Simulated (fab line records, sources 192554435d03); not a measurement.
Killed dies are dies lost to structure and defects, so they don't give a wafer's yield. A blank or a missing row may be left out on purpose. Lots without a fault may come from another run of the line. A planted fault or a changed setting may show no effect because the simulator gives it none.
Split-lot experiment | flow n5_finfet | 7 lots, 21 wafers read, on a route of 1938 steps

THE SPLIT
At N5_BEOL_M12_COAT_58 (time 60 s, resist thk 89 nm), the setting spin_rpm was moved away from the recipe's 1500 rpm on 8 of the 21 wafers read, by -5.8% to +10.8%. The other wafers ran this setting at the recipe's value.

FROM THE SPLIT TO THE READING: what the file shows between them, 3 steps
- N5_BEOL_M12_COAT_04: resist thk 400 nm
- N5_BEOL_M12_EBR_06
- N5_BEOL_M12_DESCUM_15: chemistry O2, time 7.9 s

THE READING
etch.depth_nm (the simulator's own value, which no gauge read), in nm, at N5_BEOL_M12_ETCH_59 (etches BARC in N2/H2, target depth 89 nm, overetch 26.7 nm, time 67.9 s). The file gives no usual value for it. The 13 wafers here that ran the recipe average 88.99 nm, standard deviation 0.22 nm.

wafer  | tool, chamber at the split | spin_rpm as run, rpm | against the recipe | etch.depth_nm, nm | against lot-mates on the recipe
L077.2 | litho_track-01, 0          | 1500                 | recipe             | 88.73             | -
L077.3 | litho_track-01, 0          | 1447                 | -3.5%              | 90.29             | +1.43
L077.5 | litho_track-01, 0          | 1500                 | recipe             | 88.99             | -
L080.2 | litho_track-03, 0          | 1413                 | -5.8%              | 91.87             | +2.55
L080.4 | litho_track-03, 0          | 1500                 | recipe             | 89.19             | -
L080.6 | litho_track-03, 0          | 1500                 | recipe             | 89.45             | -
L083.3 | litho_track-03, 0          | 1589                 | +5.9%              | 86.76             | -2.34
L083.5 | litho_track-03, 0          | 1589                 | +5.9%              | 86.75             | -2.35
L083.6 | litho_track-03, 0          | 1500                 | recipe             | 89.1              | -
L090.1 | litho_track-04, 0          | 1500                 | recipe             | 89                | -
L090.3 | litho_track-04, 0          | 1608                 | +7.2%              | 86.32             | -2.68
L090.6 | litho_track-04, 0          | 1608                 | +7.2%              | 86.22             | -2.78
L095.1 | litho_track-04, 0          | 1500                 | recipe             | 89.08             | -
L095.2 | litho_track-04, 0          | 1500                 | recipe             | 89.11             | -
L095.5 | litho_track-04, 0          | 1500                 | recipe             | 89.15             | -
L096.2 | litho_track-01, 0          | 1500                 | recipe             | 88.98             | -
L096.3 | litho_track-01, 0          | 1500                 | recipe             | 88.77             | -
L096.6 | litho_track-01, 0          | 1500                 | recipe             | 88.78             | -
L097.1 | litho_track-03, 0          | 1662                 | +10.8%             | 84.18             | -4.38
L097.2 | litho_track-03, 0          | 1662                 | +10.8%             | 84.25             | -4.31
L097.3 | litho_track-03, 0          | 1500                 | recipe             | 88.56             | -

THE FIT
A straight line over all 21 wafers: etch.depth_nm changes by -0.424 nm for each +1% of spin_rpm; r = -0.99; the points scatter about the line by 0.26 nm.
The same after taking each lot's own level away (the mean of its wafers on the recipe; 21 wafers): -0.401 nm for each +1%; r = -1.00; scatter 0.1 nm.
On that fit, the largest move of spin_rpm shifts the reading by 4.3 nm.
The lots' own levels span 88.560 to 89.320 nm, that is 3.4 times the standard deviation above.
So the lot-to-lot level changes the slope little: the two slopes agree.
Check: with one of the wafers moved furthest among these (+10.8%) left out of the fit, the line predicts -4.28 nm for it against its lot-mates. It came out at -4.38 nm against them.

OTHER SPLITS ON THESE WAFERS
These wafers also went through other splits before the reading. Each is held against what the fit with the lots' levels taken away leaves over:
other split on the same wafers | wafers away from the commonest value | r with etch.depth_nm (lot level and that fit taken away)
N5_BEOL_M10_EXPOSE_08 dose_mj  | 4                                    | +0.23
N5_BEOL_M12_ILD_DEP_00 time_s  | 9                                    | +0.11

THE WHOLE CHAIN: every reading that the file lists as answering this split, in the file's order
step                 | what it does                                                            | reading                                                                          | change (the file's fit)               | r (the file's)
N5_BEOL_M12_COAT_58  | time 60 s, resist thk 89 nm                                             | BARC_of_BEOL_M12_COAT_58.thk_nm (the simulator's own value, which no gauge read) | -0.397 nm for each +1% of the setting | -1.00
N5_BEOL_M12_ETCH_59  | etches BARC in N2/H2, target depth 89 nm, overetch 26.7 nm, time 67.9 s | etch.depth_nm (the simulator's own value, which no gauge read)                   | -0.402 nm for each +1% of the setting | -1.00
N5_BEOL_M12_STRIP_64 | strips in N2/H2                                                         | strip_time_to_endpoint_s                                                         | withheld for each +1% of the setting  | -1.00

THE FILE'S OWN FIT
etch.depth_nm changes by -0.402 nm for each +1% of spin_rpm, r = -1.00.
